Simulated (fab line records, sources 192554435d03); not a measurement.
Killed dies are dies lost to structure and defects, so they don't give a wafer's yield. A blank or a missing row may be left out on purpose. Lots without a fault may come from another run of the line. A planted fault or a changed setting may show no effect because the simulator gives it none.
Which tool did it? | flow n5_finfet | 12 lots, 36 wafers sampled, at 2 steps of a route of 1938

WHAT THE GAUGES READ, wafer by wafer
N5_SD_EPI_P_CD_MEAS_09: target cd 240 nm.
lot  | measured    | on        | cd_nm (nm)
L075 | day 3 11:11 | cd_sem-03 | 240.2 240.6 240.3
L077 | day 4 00:46 | cd_sem-01 | 239.7 240.4 239.4
L079 | day 4 11:47 | cd_sem-01 | 240.3 240.0 241.1
L081 | day 4 23:22 | cd_sem-03 | 241.0 241.6 241.2
L083 | day 5 14:04 | cd_sem-01 | 239.7 239.9 240.3
L086 | day 6 05:51 | cd_sem-01 | 239.6 240.4 239.9
L087 | day 6 15:11 | cd_sem-02 | 240.0 240.5 239.2
L089 | day 6 22:22 | cd_sem-03 | 240.6 240.5 239.5
L091 | day 7 11:47 | cd_sem-02 | 239.1 239.2 239.2
L093 | day 7 23:56 | cd_sem-01 | 240.9 239.6 240.3
L095 | day 8 11:44 | cd_sem-03 | 239.0 239.6 240.1
L097 | day 9 00:35 | cd_sem-01 | 239.7 239.7 238.7

WHICH TOOL RAN EACH LOT (tool, then ch and the chambers of the sampled wafers, then the start)
lot  | N5_SD_EPI_N_ETCH_45
L075 | rie_diel-04 ch 1,2, day 3 07:23
L077 | rie_diel-04 ch 0,1, day 3 21:04
L079 | rie_diel-04 ch 1,2,3, day 4 06:58
L081 | rie_diel-01 ch 1,2, day 4 19:32
L083 | rie_diel-02 ch 2,3, day 5 10:14
L086 | rie_diel-01 ch 0,2,3, day 6 01:17
L087 | rie_diel-01 ch 0,2,3, day 6 09:35
L089 | rie_diel-01 ch 0,2, day 6 18:20
L091 | rie_diel-02 ch 0,2, day 7 07:59
L093 | rie_diel-04 ch 0,2,3, day 7 20:11
L095 | rie_diel-04 ch 0,1,2, day 8 05:39
L097 | rie_diel-04 ch 1,2,3, day 8 20:03
- N5_SD_EPI_N_ETCH_45: etches SiOCN in CH3F/O2, target depth 6 nm.

THE ANSWER, worked out from the rows above alone
Rule: what is usual is taken from the lots themselves. Put in order of their means at a reading, lots are off if they are a third of the lots or fewer, leave a main group of 4 or more, and stand apart from it by a gap of 3 or more times the standard deviation of the main group's means; of several such gaps the widest counts. A main group whose means are all the same, to the digits that the tables above print for the reading, isn't used. A lot without any number at a reading at which 4 lots or more have one is off too. The other lots that the step has rows for count as sound.
No lot is off at any reading shown: from this, nothing can be told.

WHAT THE SIMULATOR HAD PUT IN
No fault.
